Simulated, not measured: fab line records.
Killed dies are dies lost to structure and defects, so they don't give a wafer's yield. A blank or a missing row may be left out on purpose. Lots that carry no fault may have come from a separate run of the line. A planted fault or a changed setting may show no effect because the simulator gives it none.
fab line records	flow n5_finfet
record lots=5	wafers=14	last_day=19
route steps=1938 shown MOL_CONTACT_COAG@548 PASSIVATION@1936
lots that met no fault: from a run of the same line without faults
start_h: hours from the record's opening day to when the first of the lot's shown wafers began	wait_h: hours elapsed since this lot's preceding step	" same as the row above	L1.1+2: a single row standing in for several wafers	- value missing, or start not given	* or withheld: withheld	< > ~ a bound
route shown NAME@n: NAME is a module with steps in the file, n the number in the route of the first one	usual: average and standard deviation across the fault-free wafers	same: alike in all rows	chamber/n: place in a boat	sites: each site's reading	_std_site: their standard deviation	_edge_site: outer sites' mean less inner sites'	radius_mm: how far each site lies from the wafer's centre	mask NAME#n: copy n	behind: the most recent tool/chamber to have shaped the wafer	hold: the reason the lot was held/the length of the hold in hours/how it ended	device: the n, p or np transistor that did not switch	end of line: the route-end tests of the same wafers	where a step has no rows: the recipe by itself	killed: at the first sort, the dies lost to defects and structure; wafer yield is something else	map: a wafer's dies, x killed, . not, _ none there
set.NAME: the setting the step ran with; set.NAME@STEP: the setting that earlier step ran with	model.NAME: the simulator's own value behind a step, which no gauge read
a table for each step, a row for each wafer; lots at some steps of the route
services: the hour from which a tool's chamber was out of use, counted from the record's first day as start_h (under 0 if before that day), plus the number of hours and why
## steps
# step N5_MOL_CONTACT_COAG_CO_FILL_22
# recipe material=Co	target_thk_a=200	temp_c=200	precursor=CCTBA/H2	pressure_torr=30
# usual heater_power_w=243/10
lot.wafer	tool	chamber	start_h	wait_h	heater_power_w
L422.3	cvd_co-02	1	113.24	0.1	238
L422.4	"	1	"	"	241
L422.6	"	0	"	"	258
L426.2	cvd_co-01	0	144.76	0.1	244
L426.5	"	1	"	"	243
L426.6	"	2	"	"	243
L437.1	cvd_co-01	1	209.80	0.1	242
L437.5	"	2	"	"	236
L438.1	cvd_co-01	0	219.77	0.1	249
L438.2	"	2	"	"	236
L438.4	"	0	"	"	250
L441.2	cvd_co-01	1	234.86	0.1	250
L441.4	"	1	"	"	244
L441.5	"	0	"	"	250
# step N5_MOL_CONTACT_COAG_ANNEAL_113
# recipe temp_c=400	time_s=300	ambient=H2/N2
# step N5_MOL_CONTACT_COAG_PRE_CLEAN_142
# recipe gas=H2/He	time_s=60	temp_c=300
# step N5_MOL_CONTACT_COAG_SPUTTER_130
# recipe material=Co	target_thk_a=475	temp_c=25	chamber_pressure_pa=0.5	power_w=3000
# step N5_MOL_CONTACT_COAG_PRECLEAN_125
# recipe chemistry=DIW	time_s=57.5	temp_c=23
# step N5_MOL_CONTACT_COAG_SRD_126
# recipe dry_time_s=32	dry=n2_spin	spin_rpm=1500
# step N5_MOL_CONTACT_COAG_CMP_23
# recipe stop_on=SiO2	t_overpolish_s=1.5	post_cmp_clean=cu_alkaline	down_force_psi=2	platen_rpm=50.289	pad_velocity_m_s=1.0006	target_thk_nm=0
# step N5_MOL_CONTACT_COAG_WET_ETCH_26
# recipe target=Co	target_depth_nm=13
# step N5_MOL_CONTACT_COAG_WET_ETCH_116
# recipe chemistry=SC1-inhibited	target_depth_nm=4.6	dry=ipa_marangoni	rinse_time_s=30	rinse_temp_c=23
# step N5_MOL_CONTACT_COAG_ALD_27
# recipe material=SiOC	target_thk_a=170	temp_c=400	ald_precursor_family=carbosiloxane	ald_co_reactant=H2-plasma	pulse_time_s=1.5	time_s=2720	purge_time_s=2	co_reactant_purge_time_s=2	ald_cycles=340	pressure_torr=2
# step N5_MOL_CONTACT_COAG_CMP_28
# recipe stop_on=SiNx	t_overpolish_s=0.85	post_cmp_clean=alkaline_brush	down_force_psi=4.15	platen_rpm=51.8	pad_velocity_m_s=1.0307	target_thk_nm=14.522
# usual motor_current_A=12.7/0.86	time_to_endpoint_s=4.6/1.9
lot.wafer	tool	chamber	start_h	wait_h	motor_current_A	time_to_endpoint_s	model.SiNx_of_GATE_CUT_SAC_CAP_01.thk_nm
L422.3	cmp-03	3	121.14	0.8	13.6	8.0	18
L422.4	"	0	"	"	12.9	6.6	18
L422.6	"	0	"	"	12.1	5.9	18
L426.2	cmp-04	0	149.01	0.9	12.9	7.5	18
L426.5	"	2	"	"	11.1	6.4	18
L426.6	"	3	"	"	12.2	5.0	18
L437.1	cmp-04	3	214.50	0.8	12.2	4.8	18
L437.5	"	3	"	"	12.6	0.0	17.6
L438.2	cmp-03	2	224.33	0.8	13.0	5.9	17.8
L438.4	"	3	"	"	13.8	5.1	17.8
L438.1	"	0	"	"	12.0	4.1	18
L441.4	cmp-03	3	240.32	0.8	14.1	8.1	17.8
L441.2	"	0	"	"	11.8	3.0	17.8
L441.5	"	0	"	"	12.3	3.7	18
# step N5_MOL_CONTACT_COAG_THK_MEAS_29
# recipe reads=SiNx_of_GATE_CUT_PECVD_57+SiNx_of_GATE_CUT_SAC_CAP_01
# usual MD_CAP_THK=17.94/0.078
lot.wafer	tool	chamber	start_h	wait_h	MD_CAP_THK[nm]
L422.3	film_metro-01	-	121.43	-	18.00
L422.4	"	-	"	"	17.99
L422.6	"	-	"	"	17.96
L426.2	film_metro-02	-	149.23	-	18.01
L426.5	"	-	"	"	17.98
L426.6	"	-	"	"	17.89
L437.1	film_metro-01	-	214.76	-	17.95
L437.5	"	-	"	"	17.71
L438.1	film_metro-01	-	224.63	-	17.95
L438.2	"	-	"	"	17.89
L438.4	"	-	"	"	17.85
L441.2	film_metro-01	-	240.61	-	17.84
L441.4	"	-	"	"	17.84
L441.5	"	-	"	"	17.99
# step N5_MOL_CONTACT_COAG_ALD_123
# recipe material=SiNx	target_thk_a=50	temp_c=400	ald_precursor_family=SiH2I2	ald_co_reactant=N2/H2-plasma	pulse_time_s=1	purge_time_s=2	co_reactant_purge_time_s=2	ald_cycles=100	pressure_torr=2
# step N5_MOL_CONTACT_COAG_PECVD_31
# recipe material=SiO2	target_thk_a=460	temp_c=400	precursor=TEOS/O2	pressure_torr=6.5	rf_w=withheld	teos_flow_sccm=withheld	gas=O2	flow_sccm=2650	time_s=8.9
# step N5_MOL_CONTACT_COAG_COAT_75
# recipe resist=SOC	temp_c=250	time_s=60	spin_rpm=1500	resist_thk_nm=60
# step N5_MOL_CONTACT_COAG_COAT_76
# recipe resist=SiARC	temp_c=220	time_s=60	spin_rpm=1500	resist_thk_nm=10
# step N5_MOL_CONTACT_COAG_COAT_77
# recipe resist=underlayer	temp_c=205	time_s=60	spin_rpm=1500	resist_thk_nm=10
# step N5_MOL_CONTACT_COAG_COAT_78
# recipe resist=CAR-EUV	spin_rpm=1500	resist_thk_nm=40
# step N5_MOL_CONTACT_COAG_EBR_80
# recipe solvent=PGMEA	ebr_width_mm=1.5
# step N5_MOL_CONTACT_COAG_SOFTBAKE_79
# recipe temp_c=110	time_s=60	resist=CAR-EUV
# step N5_MOL_CONTACT_COAG_EXPOSE_81
# recipe mask_id=VG	na=0.33	source_shape=annular	sigma_inner=0.3	sigma_outer=0.7	polarization=unpolarized	defocus_nm=0	dose_mj=59.5
# step N5_MOL_CONTACT_COAG_PEB_82
# recipe peb_temp_c=100	peb_time_s=60	resist=CAR-EUV
# step N5_MOL_CONTACT_COAG_DEVELOP_83
# recipe develop_time_s=30	developer=TMAH	resist=CAR-EUV	rinse_liquid=surfactant_rinse	dry=air_spin	dev_temp_c=23
# step N5_MOL_CONTACT_COAG_CD_MEAS_84
# recipe target_cd_nm=25.1	landing_energy_ev=500	detector=se_inlens	polarity=opening
# usual cd_nm=25.09/0.26
lot.wafer	tool	chamber	start_h	wait_h	cd_nm
L422.3	cd_sem-02	0	124.71	-	25.30
L422.4	"	0	"	"	25.03
L422.6	"	0	"	"	24.98
L426.2	cd_sem-01	0	150.63	-	25.38
L426.5	"	0	"	"	25.36
L426.6	"	0	"	"	25.19
L437.1	cd_sem-01	0	215.76	-	24.76
L437.5	"	0	"	"	25.44
L438.1	cd_sem-02	0	226.05	-	25.20
L438.2	"	0	"	"	25.04
L438.4	"	0	"	"	25.06
L441.2	cd_sem-02	0	241.76	-	25.16
L441.4	"	0	"	"	25.09
L441.5	"	0	"	"	24.92
# step N5_MOL_CONTACT_COAG_OVL_MEAS_85
# recipe points_per_wafer=522
# usual VG_OVL=0.1/0.7
lot.wafer	tool	chamber	start_h	wait_h	VG_OVL[nm]
L422.3	overlay-01	0	124.75	0.0	0.0
L422.4	"	0	"	"	-0.2
L422.6	"	0	"	"	0.6
L426.2	overlay-01	0	150.67	0.0	0.1
L426.5	"	0	"	"	-0.4
L426.6	"	0	"	"	-0.1
L437.1	overlay-01	0	215.79	0.0	0.2
L437.5	"	0	"	"	-0.1
L438.1	overlay-02	0	226.08	0.0	0.0
L438.2	"	0	"	"	-0.5
L438.4	"	0	"	"	-0.1
L441.2	overlay-01	0	241.80	0.0	-0.1
L441.4	"	0	"	"	0.9
L441.5	"	0	"	"	-0.5
# step N5_MOL_CONTACT_COAG_INSPECT_57
# recipe mode=adi	inspect_instrument=brightfield
# usual raw_defect_count=211/58
lot.wafer	tool	chamber	start_h	wait_h	raw_defect_count
L422.3	defect_inspect-01	-	124.80	0.0	258
L422.4	"	-	"	"	295
L422.6	"	-	"	"	279
L426.2	defect_inspect-02	-	150.72	0.0	117
L426.5	"	-	"	"	145
L426.6	"	-	"	"	183
L437.1	defect_inspect-01	-	215.85	0.1	211
L437.5	"	-	"	"	203
L438.1	defect_inspect-02	-	226.14	0.1	183
L438.2	"	-	"	"	189
L438.4	"	-	"	"	154
L441.2	defect_inspect-02	-	241.85	0.0	200
L441.4	"	-	"	"	153
L441.5	"	-	"	"	142
# step N5_MOL_CONTACT_COAG_DESCUM_88
# recipe chemistry=O2	time_s=7	source_power_w=50	bias_power_w=20	pressure_mtorr=20	rf_frequency_hz=2.712e+07	temp_c=40	resist=CAR-EUV	o2_flow_sccm=225
# usual drypump_motor_current_A=5.8/0.39	oes_product_au=0.74/0.064	rf_vpp_V=243.5/1.1	showerhead_plenum_p_Torr=2.11/0.04	throttle_valve_pct=20.37/0.12
# same time_s=7
lot.wafer	tool	chamber	start_h	wait_h	drypump_motor_current_A	oes_product_au	rf_hours_counter_h	rf_vpp_V	showerhead_plenum_p_Torr	throttle_valve_pct
L422.3	rie_diel-04	3	124.99	0.2	5.3	0.69	201	244.3	2.15	20.49
L422.4	"	0	"	"	6.0	0.69	209	243.8	2.07	20.28
L422.6	"	3	"	"	5.3	0.68	-	244.9	2.16	20.50
L426.2	rie_diel-05	2	150.86	0.1	5.7	0.73	187	244.2	2.09	20.26
L426.5	"	0	"	"	6.1	0.76	-	244.4	2.10	20.45
L426.6	"	1	"	"	6.3	0.89	-	244.2	2.05	20.12
L437.1	rie_diel-05	1	215.88	0.0	6.3	0.84	56	240.7	2.04	20.16
L437.5	"	3	"	"	5.5	0.74	-	244.2	2.17	20.33
L438.1	rie_diel-04	1	226.17	0.0	5.3	0.69	226	244.8	2.14	20.35
L438.2	"	2	"	"	6.3	0.72	201	243.6	2.08	20.47
L438.4	"	0	"	"	6.0	0.66	244	242.6	2.06	20.32
L441.2	rie_diel-04	3	241.95	0.1	5.4	0.66	237	242.9	2.14	20.54
L441.4	"	1	"	"	5.3	0.68	232	244.5	2.14	20.37
L441.5	"	3	"	"	5.3	0.66	-	243.8	2.14	20.54
# step N5_MOL_CONTACT_COAG_ETCH_89
# recipe chemistry=N2/H2	target=underlayer	target_depth_a=130	mask_material=CAR-EUV	time_s=10.4	ion_energy_ev=200	pressure_mtorr=30	source_w=840	bias_w=150	n2_flow_sccm=200	h2_flow_sccm=200	ends=cleared
# step N5_MOL_CONTACT_COAG_ETCH_90
# recipe chemistry=CF4	target=SiARC	target_depth_a=130	mask_material=CAR-EUV	time_s=21.7	ion_energy_ev=80	pressure_mtorr=40	source_w=545	bias_w=36	Ar_flow_sccm=100	cf4_flow_sccm=100	ends=cleared
# step N5_MOL_CONTACT_COAG_ALD_131
# recipe material=SiO2	target_thk_a=50	temp_c=100	ald_precursor_family=BDEAS	ald_co_reactant=O2-plasma	pulse_time_s=1	co_reactant_pulse_time_s=1	purge_time_s=2	co_reactant_purge_time_s=2	ald_cycles=35	pressure_torr=2
# step N5_MOL_CONTACT_COAG_ETCHBACK_132
# recipe chemistry=CHF3	target=SiO2	target_depth_a=100	time_s=6.7	ion_energy_ev=200	pressure_mtorr=30	source_w=610	bias_w=170	Ar_flow_sccm=200	CHF3_flow_sccm=50
# step N5_MOL_CONTACT_COAG_ETCH_91
# recipe chemistry=N2/H2	target=SOC	target_depth_a=600	overetch_a=210	mask_material=SiARC	temp_c=40	time_s=101.2	ion_energy_ev=200	pressure_mtorr=30	source_w=840	bias_w=150	n2_flow_sccm=200	h2_flow_sccm=200
# usual drypump_motor_current_A=5.8/0.43	h2_flow_sccm=200.1/0.59	oes_product_au=0.61/0.044	rf_vpp_V=524.5/1.5	showerhead_plenum_p_Torr=2.56/0.05	throttle_valve_pct=17.83/0.17
# same time_s=101.2
lot.wafer	tool	chamber	start_h	wait_h	drypump_motor_current_A	h2_flow_sccm	oes_product_au	rf_hours_counter_h	rf_vpp_V	showerhead_plenum_p_Torr	throttle_valve_pct
L422.3	rie_diel-04	2	125.47	0.0	6.2	200.5	0.63	170	524.1	2.53	17.77
L422.4	"	1	"	"	5.3	200.2	0.60	199	525.9	2.63	17.80
L422.6	"	3	"	"	5.3	200.4	0.58	-	526.6	2.62	17.99
L426.2	rie_diel-05	1	151.76	0.0	6.3	200.2	0.74	30	522.1	2.49	17.39
L426.5	"	3	"	"	5.5	200.9	0.63	-	527.4	2.65	17.74
L426.6	"	0	"	"	6.1	200.5	0.64	-	523.7	2.55	17.81
L437.1	rie_diel-02	0	216.27	0.0	6.2	200.1	0.70	72	524.0	2.57	17.69
L437.5	"	0	"	"	6.2	200.0	0.69	-	524.3	2.57	17.69
L438.1	rie_diel-04	2	226.52	0.0	6.3	200.9	0.61	201	524.3	2.52	17.82
L438.2	"	3	"	"	5.3	201.1	0.56	234	526.4	2.61	18.05
L438.4	"	1	"	"	5.4	199.9	0.58	226	525.9	2.62	17.83
L441.2	rie_diel-05	2	242.37	0.0	5.7	198.8	0.59	221	523.3	2.51	17.69
L441.4	"	1	"	"	6.3	200.7	0.70	64	522.4	2.47	17.45
L441.5	"	1	"	"	6.3	200.3	0.69	-	522.9	2.47	17.44
# step N5_MOL_CONTACT_COAG_STRIP_92
# recipe chemistry=N2/H2	temp_c=40	n2_flow_sccm=200	h2_flow_sccm=200	rf_frequency_hz=6e+07
# step N5_MOL_CONTACT_COAG_STRIP_93
# recipe chemistry=N2/H2	temp_c=40	n2_flow_sccm=200	h2_flow_sccm=200	rf_frequency_hz=6e+07
# step N5_MOL_CONTACT_COAG_ETCHBACK_135
# recipe chemistry=CHF3	target=SiO2	target_depth_a=250	time_s=16.7	ion_energy_ev=200	pressure_mtorr=30	source_w=610	bias_w=170	Ar_flow_sccm=200	CHF3_flow_sccm=50
# usual drypump_motor_current_A=5.8/0.42	oes_product_au=0.73/0.055	rf_vpp_V=526/5	showerhead_plenum_p_Torr=2.40/0.046	throttle_valve_pct=18.73/0.14
# same time_s=16.7
lot.wafer	tool	chamber	start_h	wait_h	drypump_motor_current_A	oes_product_au	rf_hours_counter_h	rf_vpp_V	showerhead_plenum_p_Torr	throttle_valve_pct
L422.3	rie_diel-04	2	125.56	0.0	6.2	0.75	170	527	2.37	18.65
L422.4	"	1	"	"	5.3	0.71	199	531	2.46	18.71
L422.6	"	3	"	"	5.3	0.69	-	516	2.46	18.88
L426.2	rie_diel-05	1	151.85	0.0	6.3	0.89	30	528	2.33	18.40
L426.5	"	3	"	"	5.5	0.75	-	525	2.47	18.64
L426.6	"	0	"	"	6.1	0.77	-	520	2.39	18.73
L437.1	rie_diel-02	0	216.36	0.0	6.2	0.84	72	529	2.40	18.64
L437.5	"	0	"	"	6.2	0.84	-	529	2.40	18.60
L438.1	rie_diel-04	2	226.61	0.0	6.3	0.72	201	526	2.36	18.71
L438.2	"	3	"	"	5.3	0.66	234	516	2.45	18.94
L438.4	"	1	"	"	5.3	0.69	226	529	2.45	18.72
L441.2	rie_diel-05	2	242.46	0.0	5.7	0.71	221	523	2.36	18.62
L441.4	"	1	"	"	6.3	0.82	64	527	2.32	18.45
L441.5	"	1	"	"	6.3	0.83	-	529	2.32	18.46
# step N5_MOL_CONTACT_COAG_STRIP_118
# recipe chemistry=CHF3	resist=SiARC	rf_frequency_hz=6e+07
# step N5_MOL_CONTACT_COAG_VIA_ETCH_46
# recipe chemistry=C4F6/O2	target_depth_a=460	overetch_a=92	mask_material=SOC	target=SiO2	bias_w=455	pressure_mtorr=10	time_s=40	source_w=325	Ar_flow_sccm=300	C4F6_flow_sccm=10	O2_flow_sccm=10	ion_energy_ev=575.3	ends=end_point
# step N5_MOL_CONTACT_COAG_STRIP_96
# recipe chemistry=N2/H2	power_w=500	temp_c=40	pressure_mtorr=50	rf_frequency_hz=6e+07	overash_fraction=0.3	bias_power_w=28	h2_frac=0.5	n2_flow_sccm=300	h2_flow_sccm=300
# usual drypump_motor_current_A=5.8/0.43	h2_flow_sccm=300.2/0.86	oes_product_au=0.73/0.056	power_w=500.0/1.4	rf_vpp_V=122.0/1.2	showerhead_plenum_p_Torr=3.38/0.063	throttle_valve_pct=18.93/0.27
lot.wafer	tool	chamber	start_h	wait_h	drypump_motor_current_A	h2_flow_sccm	oes_product_au	power_w	rf_hours_counter_h	rf_vpp_V	showerhead_plenum_p_Torr	throttle_valve_pct
L422.3	rie_diel-04	2	125.66	0.0	6.2	299.8	0.76	500.6	170	121.9	3.34	18.80
L422.4	"	1	"	"	5.4	299.6	0.71	500.6	199	120.1	3.47	18.82
L422.6	"	3	"	"	5.3	301.0	0.69	498.6	-	121.6	3.46	19.23
L426.2	rie_diel-05	1	151.95	0.0	6.3	301.2	0.89	498.8	30	122.2	3.29	18.18
L426.5	"	3	"	"	5.5	300.1	0.75	497.8	-	123.2	3.49	18.77
L426.6	"	0	"	"	6.1	298.3	0.76	499.0	-	122.1	3.37	18.84
L437.1	rie_diel-02	0	216.46	0.0	6.2	301.8	0.85	501.2	72	122.9	3.39	18.76
L437.5	"	0	"	"	6.2	300.8	0.85	498.7	-	122.4	3.39	18.77
L438.1	rie_diel-04	2	226.71	0.0	6.3	299.4	0.73	499.7	201	121.4	3.33	18.84
L438.2	"	3	"	"	5.4	301.5	0.67	498.4	234	122.0	3.44	19.30
L438.4	"	1	"	"	5.4	299.9	0.69	498.6	226	121.1	3.46	18.86
L441.2	rie_diel-05	2	242.56	0.0	5.7	301.6	0.70	498.8	221	123.9	3.32	18.74
L441.4	"	1	"	"	6.3	298.7	0.83	499.8	64	120.4	3.27	18.24
L441.5	"	1	"	"	6.4	300.1	0.83	500.9	-	120.6	3.27	18.26
# step N5_MOL_CONTACT_COAG_ETCH_47
# recipe chemistry=CH3F/O2	target=SiNx	target_depth_a=270	mask_material=SiO2	stop_on=W	over_etch_frac=0.2	ion_energy_ev=120	endpoint=OES-CN	pressure_mtorr=30	source_w=395	bias_w=73	Ar_flow_sccm=150	CH3F_flow_sccm=30	O2_flow_sccm=20	ends=end_point
# usual drypump_motor_current_A=5.8/0.42	etch_rf_on_time_s=31.3/0.36	oes_product_au=0.65/0.049	rf_vpp_V=298.3/2.7	showerhead_plenum_p_Torr=2.02/0.039	throttle_valve_pct=16.37/0.14
lot.wafer	tool	chamber	start_h	wait_h	drypump_motor_current_A	etch_rf_on_time_s	oes_product_au	rf_hours_counter_h	rf_vpp_V	showerhead_plenum_p_Torr	throttle_valve_pct	model.etch.depth_nm
L422.3	rie_diel-04	2	125.70	0.0	6.2	31.5	0.67	170	297.8	1.99	16.31	18.03
L422.4	"	1	"	"	5.3	31.8	0.62	199	301.4	2.07	16.33	18
L422.6	"	3	"	"	5.4	31.9	0.61	-	293.1	2.07	16.52	17.96
L426.2	rie_diel-05	1	151.99	0.0	6.3	30.9	0.79	30	298.5	1.96	16.01	18
L426.5	"	3	"	"	5.4	31.4	0.66	-	297.2	2.08	16.31	17.97
L426.6	"	0	"	"	6.1	30.7	0.68	-	295.7	2.01	16.36	17.94
L437.1	rie_diel-02	0	216.50	0.0	6.2	31.3	0.75	72	299.4	2.02	16.24	17.93
L437.5	"	0	"	"	6.2	30.8	0.75	-	299.0	2.02	16.25	17.69
L438.1	rie_diel-04	2	226.75	0.0	6.2	31.1	0.66	201	299.3	1.98	16.37	17.97
L438.2	"	3	"	"	5.4	31.8	0.60	234	291.8	2.06	16.58	17.88
L438.4	"	1	"	"	5.3	31.3	0.61	226	300.6	2.06	16.40	17.86
L441.2	rie_diel-05	2	242.60	0.0	5.7	31.4	0.63	221	296.9	1.98	16.28	17.86
L441.4	"	1	"	"	6.3	30.6	0.74	64	299.8	1.95	16.07	17.83
L441.5	"	1	"	"	6.3	30.9	0.74	-	300.3	1.95	16.08	18.03
# step N5_MOL_CONTACT_COAG_STRIP_119
# recipe chemistry=N2/H2	time_s=30	power_w=1000	temp_c=250	pressure_mtorr=withheld	n2_flow_sccm=1750	h2_flow_sccm=3250
# step N5_PASSIVATION_PROBE_49
# usual killed_at_M0_to_M3=37/12	killed_at_M4_up=15/5.6	killed_at_contacts=13/6.9	killed_at_front_end=40/11	killed_at_other=4/3.2	killed_dies=109/20	killed_open=73/15	killed_short=35/8.3
# same gross_dies=1180	killed_at_back_side=0
lot.wafer	tool	chamber	start_h	wait_h	killed_at_M0_to_M3	killed_at_M4_up	killed_at_contacts	killed_at_front_end	killed_at_other	killed_dies	killed_open	killed_short
L422.3	prober-02	-	357.08	0.1	42	13	19	35	6	115	80	34
L422.4	prober-02	-	357.13	0.2	20	14	19	26	3	82	54	25
L422.6	prober-02	-	357.23	0.3	33	17	8	25	2	85	67	17
L426.2	prober-01	-	377.47	0.1	64	17	20	70	15	186	107	78
L426.5	prober-01	-	377.62	0.2	29	14	26	51	14	134	93	40
L426.6	prober-01	-	377.67	0.3	26	14	28	44	8	120	77	43
L437.1	prober-01	-	407.70	0.1	61	13	24	40	3	141	95	45
L437.5	prober-01	-	407.90	0.3	37	18	16	40	7	118	74	35
L438.1	prober-02	-	435.21	0.0	18	17	18	30	3	86	55	31
L438.2	prober-02	-	435.26	0.1	31	24	19	50	0	124	96	26
L438.4	prober-02	-	435.36	0.2	43	31	15	41	0	130	89	40
# killed by level:class
L422.3 MOL_CONTACT_COAG:geometric_particle:open=12 BEOL_M0_SAQP:geometric_particle:open=8 BEOL_M1:geometric_particle:open=8 BEOL_M2:geometric_particle:open=8 FIN_SAQP:geometric_particle:short=7 MOL_CONTACT_COAG:geometric_particle:short=7 BEOL_M3:geometric_particle:open=7 FIN_SAQP:geometric_particle:open=6
L422.4 MOL_CONTACT_COAG:geometric_particle:open=15 DUMMY_GATE:geometric_particle:open=9 BEOL_M3:geometric_particle:open=5 BEOL_M4:geometric_particle:open=5 BEOL_M0_SAQP:geometric_particle:short=5 DUMMY_GATE:geometric_particle:short=4 MOL_CONTACT_COAG:geometric_particle:short=4 BEOL_M8:geometric_particle:open=3
L422.6 DUMMY_GATE:geometric_particle:open=9 BEOL_M1:geometric_particle:open=9 FIN_SAQP:geometric_particle:open=6 MOL_CONTACT_COAG:geometric_particle:open=6 BEOL_M0:geometric_particle:open=6 BEOL_M0_SAQP:geometric_particle:short=5 BEOL_M8:geometric_particle:open=5 BEOL_M4:geometric_particle:open=4
L426.2 BEOL_M0_SAQP:geometric_particle:short=24 BEOL_M0_SAQP:geometric_particle:open=21 MOL_CONTACT_COAG:geometric_particle:open=18 FIN_SAQP:geometric_particle:short=16 STI_FIN_REVEAL:geometric_particle:open=16 FIN_SAQP:geometric_particle:open=7 BEOL_M4:geometric_particle:open=7 DUMMY_GATE:geometric_particle:open=7
L426.5 MOL_CONTACT_COAG:geometric_particle:open=21 FIN_SAQP:geometric_particle:open=12 STI_FIN_REVEAL:geometric_particle:open=11 FIN_SAQP:geometric_particle:short=9 BEOL_M0_SAQP:geometric_particle:open=9 BEOL_M0_SAQP:geometric_particle:short=8 MOL_CONTACT_COAG:geometric_particle:short=5 BEOL_M5:geometric_particle:open=5
L426.6 MOL_CONTACT_COAG:geometric_particle:open=23 STI_FIN_REVEAL:geometric_particle:open=13 FIN_SAQP:geometric_particle:open=8 BEOL_M0_SAQP:geometric_particle:short=8 FIN_SAQP:geometric_particle:short=7 MOL_CONTACT_COAG:geometric_particle:short=5 BEOL_M2:geometric_particle:open=5 DUMMY_GATE:geometric_particle:open=4
L437.1 BEOL_M0_SAQP:geometric_particle:short=17 MOL_CONTACT_COAG:geometric_particle:open=16 BEOL_M0:geometric_particle:open=14 FIN_SAQP:geometric_particle:open=10 STI_FIN_REVEAL:geometric_particle:open=8 MOL_CONTACT_COAG:geometric_particle:short=8 BEOL_M3:geometric_particle:open=8 BEOL_M0_SAQP:geometric_particle:open=8
L437.5 MOL_CONTACT_COAG:geometric_particle:open=12 BEOL_M0_SAQP:geometric_particle:open=12 BEOL_M4:geometric_particle:open=12 BEOL_M0_SAQP:geometric_particle:short=9 HKMG_FIN:area_etch=6 FIN_SAQP:geometric_particle:open=5 ILD0:geometric_particle:open=5 STI_FIN_REVEAL:geometric_particle:open=4
L438.1 MOL_CONTACT_COAG:geometric_particle:open=10 MOL_CONTACT_COAG:geometric_particle:short=8 BEOL_M4:geometric_particle:open=8 FIN_SAQP:geometric_particle:short=6 STI_FIN_REVEAL:geometric_particle:open=6 BEOL_M5:geometric_particle:open=6 FIN_SAQP:geometric_particle:open=5 BEOL_M2:geometric_particle:open=5
L438.2 MOL_CONTACT_COAG:geometric_particle:open=15 BEOL_M2:geometric_particle:open=13 BEOL_M4:geometric_particle:open=12 DUMMY_GATE:geometric_particle:open=11 STI_FIN_REVEAL:geometric_particle:open=10 BEOL_M3:geometric_particle:open=9 FIN_SAQP:geometric_particle:short=8 BEOL_M8:geometric_particle:open=8
L438.4 FIN_SAQP:geometric_particle:short=11 MOL_CONTACT_COAG:geometric_particle:open=11 BEOL_M0_SAQP:geometric_particle:open=11 BEOL_M2:geometric_particle:open=7 BEOL_M0_SAQP:geometric_particle:short=7 BEOL_M1:geometric_particle:open=7 BEOL_M5:geometric_particle:open=7 BEOL_M7:geometric_particle:open=7
## services
tool	chamber	start_h	hours	kind
rie_diel-02	-	91.19	4.7	repair
cmp-03	-	111.54	5.5	pm
cvd_co-01	1	114.67	-	clean
cvd_co-01	1	114.67	22.0	scheduled_down
cvd_co-01	1	114.67	22.0	vent_cycle
cmp-03	-	117.19	1.3	repair
cmp-04	-	128.60	1.1	repair
cmp-03	-	137.22	3.4	repair
rie_diel-04	1	137.43	26.9	repair
rie_diel-04	-	140.31	15.6	pm
cvd_co-01	0	165.28	16.0	repair
cvd_co-01	-	178.26	0.5	repair
rie_diel-02	-	187.57	0.5	repair
cmp-03	-	189.93	0.7	repair
cmp-04	-	196.76	2.9	repair
rie_diel-05	1	217.15	4.6	repair
rie_diel-02	1	217.15	5.2	repair
cmp-03	-	230.10	4.0	pm
rie_diel-04	3	230.56	7.6	repair
cmp-03	-	234.10	-	consumable_replace:conditioner
cmp-03	-	234.10	-	consumable_replace:pad
rie_diel-02	3	237.75	-	clean
rie_diel-02	3	237.75	-	consumable_replace:esc
rie_diel-02	3	237.75	-	consumable_replace:focus_ring
## key
first_sign none at tools or gauges
model_effect step=N5_MOL_CONTACT_COAG_CMP_28	value=SiNx_of_GATE_CUT_SAC_CAP_01.thk_nm	without=18	struck=17.6
model_effect step=N5_MOL_CONTACT_COAG_ETCH_47	value=etch.depth_nm	without=17.9	struck=17.69
met_at N5_MOL_CONTACT_COAG_CMP_28
struck_wafers L437.5
tester_left_out L437
onset_between 149.01 214.50
fault kind=process_parameter_drift	tool=cmp-04	chamber=-	onset_h=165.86	steps=N5_MOL_CONTACT_COAG_CMP_28	channel=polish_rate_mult	offset=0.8	shape=step	end_h=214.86	scope=struck_wafers_only
# tester_left_out: of these lots the tester's yield and bins aren't shown, on N5 and GAA mostly nor the transistor test; their killed dies are dies lost to structure and defects alone, not to doping, threshold or leakage, so they don't give the yield
